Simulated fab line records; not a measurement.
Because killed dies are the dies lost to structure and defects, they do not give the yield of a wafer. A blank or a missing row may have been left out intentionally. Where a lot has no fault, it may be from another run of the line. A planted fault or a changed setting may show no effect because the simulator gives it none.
What tool caused it?    flow nand harc    Sampling: 14 lots, 42 wafers, 5 of 1159 route steps

== WHAT THE GAUGES SHOWED, per wafer ==
NHARC_A_ONON_D1_THK_MEAS_14: measures by ellipsometry. Usual: 1001 nm for thk nm, sd 10.
lot   measured      on             thk nm (nm)     flag
L451  day 7 15:05   film metro-02  1008 1010 1011  
L454  day 8 05:48   film metro-02  981 981 980     
L455  day 8 12:36   film metro-01  1002 1002 1002  
L456  day 8 23:25   film metro-01  997 996 997     
L457  day 8 23:23   film metro-02  993 992 991     
L458  day 9 11:53   film metro-02  994 994 995     
L459  day 9 11:40   film metro-01  1008 1010 1010  
L460  day 9 11:32   film metro-02  998 1000 1001   
L462  day 10 04:34  film metro-01  1004 1007 1005  
L465  day 10 21:14  film metro-01  1016 1018 1017  
L467  day 11 19:45  film metro-01  1011 681 681    OFF
L472  day 12 15:26  film metro-01  1010 683 683    OFF
L473  day 13 07:56  film metro-02  994 995 994     
L474  day 13 07:56  film metro-02  997 998 998     

NHARC_END_SORT_01. Usual: killed at array 29, standard deviation 8.4; killed at other 0.7, standard deviation 1.2; killed at periphery 3.8, standard deviation 2.1; killed dies 33, standard deviation 9; killed open 3.4, standard deviation 2; killed short 2.1, standard deviation 1.4.
lot   measured      on         killed at array  killed at other  killed at periphery  killed dies  killed open  killed short  flag
L467  day 23 15:04  prober-02  16 668 671       6 7 1            3 2 5                25 677 677   4 6 4        0 2 3         OFF
L472  day 24 07:41  prober-01  40 672 669       1 1 1            8 4 7                49 677 677   2 4 4        5 2 3         OFF

== WHAT TOOL EACH LOT RAN ON (gives the tool, then ch and the chambers of the sampled wafers, and finally the start) ==
lot   NHARC_P_BONDPAD_DEGAS_25      NHARC_P_BONDPAD_ACTIVATE_29         NHARC_A_ONON_D1_DEP_12
L451  pvd sputter-02, day 6 11:03   rie diel-01 ch 1,2, day 6 12:46     pecvd onon-02 ch 0, day 7 14:34
L454  pvd sputter-02, day 7 01:16   rie diel-01 ch 0,2,3, day 7 03:14   pecvd onon-01 ch 0, day 8 05:23
L455  pvd sputter-01, day 7 06:16   rie diel-01 ch 1,2,3, day 7 08:09   pecvd onon-03 ch 0, day 8 12:05
L456  pvd sputter-02, day 7 19:04   rie diel-01 ch 1,2,3, day 7 20:49   pecvd onon-01 ch 0, day 8 23:01
L457  pvd sputter-02, day 7 21:10   rie diel-01 ch 1,2, day 7 22:50     pecvd onon-02 ch 0, day 8 22:52
L458  pvd sputter-01, day 8 07:36   rie diel-01 ch 1,2, day 8 09:16     pecvd onon-03 ch 0, day 9 11:22
L459  pvd sputter-03, day 8 08:43   rie diel-01 ch 1,3, day 8 10:24     pecvd onon-02 ch 0, day 9 11:10
L460  pvd sputter-03, day 8 09:32   rie diel-01 ch 0,3, day 8 11:59     pecvd onon-03 ch 0, day 9 11:04
L462  pvd sputter-03, day 9 02:04   rie diel-08 ch 0,1,3, day 9 03:48   pecvd onon-01 ch 0, day 10 04:03
L465  pvd sputter-02, day 9 12:30   rie diel-01 ch 1,2,3, day 9 14:30   pecvd onon-01 ch 0, day 10 20:46
L467  pvd sputter-01, day 10 15:39  rie diel-01 ch 0,1, day 10 17:20    pecvd onon-02 ch 0, day 11 19:18
L472  pvd sputter-03, day 11 11:12  rie diel-01 ch 0,1,2, day 11 12:54  pecvd onon-02 ch 0, day 12 15:02
L473  pvd sputter-01, day 12 01:01  rie diel-01 ch 1,2,3, day 12 02:42  pecvd onon-03 ch 0, day 13 07:25
L474  pvd sputter-03, day 12 01:55  rie diel-01 ch 0,1,2, day 12 03:39  pecvd onon-01 ch 0, day 13 07:26
- NHARC_P_BONDPAD_DEGAS_25: time 60 s.
- NHARC_P_BONDPAD_ACTIVATE_29: chemistry N2, time 60 s.
- NHARC_A_ONON_D1_DEP_12: target thk 1000 nm.

== AS READ BY THE TOOLS THEMSELVES (means over the sampled wafers that have a number; for cases with no such wafer, the mark the record gives instead) ==
NHARC_P_BONDPAD_DEGAS_25. Usual: 495 W for heater power w, sd 55.
lot   tool            heater power w (W)  flag
L451  pvd sputter-02  514                 
L454  pvd sputter-02  481                 
L455  pvd sputter-01  512                 
L456  pvd sputter-02  543                 
L457  pvd sputter-02  516                 
L458  pvd sputter-01  482                 
L459  pvd sputter-03  447                 
L460  pvd sputter-03  447                 
L462  pvd sputter-03  487                 
L465  pvd sputter-02  516                 
L467  pvd sputter-01  476                 
L472  pvd sputter-03  467                 
L473  pvd sputter-01  489                 
L474  pvd sputter-03  475                 

NHARC_P_BONDPAD_ACTIVATE_29. Usual: drypump motor current A 5.7 A, standard deviation 0.59; oes product au 1.002 a.u., standard deviation 0.0083; rf vpp V 63.8 V, standard deviation 0.84; showerhead plenum p Torr 1.71 Torr, standard deviation 0.044.
lot   tool         drypump motor current A (A)  oes product au (a.u.)  rf vpp V (V)  showerhead plenum p Torr (Torr)  flag
L451  rie diel-01  6.1                          1.011                  64.2          1.74                             
L454  rie diel-01  5.4                          0.993                  63.8          1.69                             
L455  rie diel-01  5.9                          1.004                  64.0          1.72                             
L456  rie diel-01  5.9                          1.001                  64.4          1.72                             
L457  rie diel-01  5.5                          1.002                  64.4          1.73                             
L458  rie diel-01  5.6                          1.005                  63.5          1.73                             
L459  rie diel-01  6.1                          1.000                  63.5          1.71                             
L460  rie diel-01  5.7                          0.993                  63.9          1.68                             
L462  rie diel-08  5.9                          0.993                  64.9          1.77                             
L465  rie diel-01  5.8                          1.003                  63.8          1.72                             
L467  rie diel-01  6.2                          1.007                  64.2          1.72                             
L472  rie diel-01  5.7                          1.000                  63.7          1.71                             
L473  rie diel-01  5.9                          1.002                  63.7          1.71                             
L474  rie diel-01  5.6                          1.006                  64.5          1.71                             

== THE ANSWER, worked out from the rows above alone ==
Rule: a lot counts as off when the mean over its wafers that have a number is more than 3 standard deviations away from the usual mean. Also off: a lot with no number at a reading for which 4 or more lots have one. The other lots that the step has rows for count as sound. Order of review: gauges by route order, followed by the tools' own readings, for which a lot's mean as printed above is used. The first step at which some lot is off is used, and at that step the reading that is off furthest; a lot without a number counts as furthest.
Off at NHARC_A_ONON_D1_THK_MEAS_14 (thk nm): L467, L472.
A tool fits if, at a process step before that reading, it ran every lot that is off, and no sound lot after the first of them. Not tried: the gauges at NHARC_A_ONON_D1_THK_MEAS_14; whatever is off there is also off at NHARC_END_SORT_01, on other tools, and gauge error can't account for it. One fits: NHARC_A_ONON_D1_DEP_12 on pecvd onon-02. Its last sound lot is L459 (day 9 11:10), its first lot that is off L467 (day 11 19:18): a fault that began between those two fits.

== WHAT THE SIMULATOR PUT IN ==
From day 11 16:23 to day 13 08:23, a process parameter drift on pecvd onon-02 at NHARC_A_ONON_D1_DEP_12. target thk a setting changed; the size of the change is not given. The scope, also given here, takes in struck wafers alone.
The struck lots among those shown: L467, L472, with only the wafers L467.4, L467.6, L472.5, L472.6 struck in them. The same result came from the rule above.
